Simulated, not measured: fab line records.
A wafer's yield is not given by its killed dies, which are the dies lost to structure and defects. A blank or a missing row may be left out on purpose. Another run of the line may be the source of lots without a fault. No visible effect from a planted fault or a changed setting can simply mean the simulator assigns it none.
Matching of chambers | flow nand-harc | rie-diel-03 running NHARC_A_STAIRCASE_DESCUM_291: 4 sister chambers
The step chemistry O2, time 3 s. 4 wafers are shown with their chamber, then 7 later ones without.

WAFERS WITH THEIR CHAMBER
wafer  | chamber | showerhead-plenum-p-Torr (Torr)
L092.2 | 0       | 1.77
L092.4 | 3       | 2.01
L089.1 | 1       | 1.79
L089.2 | 2       | 1.89

WAFERS MISSING THEIR CHAMBER
wafer  | showerhead-plenum-p-Torr (Torr)
L089.4 | 2.01
L095.1 | 1.89
L095.3 | 1.76
L095.4 | 2.01
L097.2 | 1.76
L097.4 | 1.79
L097.5 | 1.79

WHICH CHAMBER EACH ONE RAN IN
wafer  | from the rows above | in truth
L089.4 | 3                   | 3
L095.1 | 2                   | 2
L095.3 | 0                   | 0
L095.4 | 3                   | 3
L097.2 | 0                   | 0
L097.4 | 1                   | 1
L097.5 | 1                   | 1
Correct placement for 7 of the 7. Left unplaced by these rows: 0. Number placed wrongly: 0.
How it was worked out, from the rows above alone: a wafer's distance from a chamber is the root of the sum, over the readings, of the square of ((its reading less the chamber's mean) divided by the reading's scatter). If the next closest chamber is less than 2 further off than the closest, the wafer can't be placed; otherwise it belongs to the closest. Each chamber's mean is taken over the wafers shown for it. The scatter (one wafer shown for each chamber): square how far every hidden wafer sits from the nearest shown wafer, average those squares and take the square root.
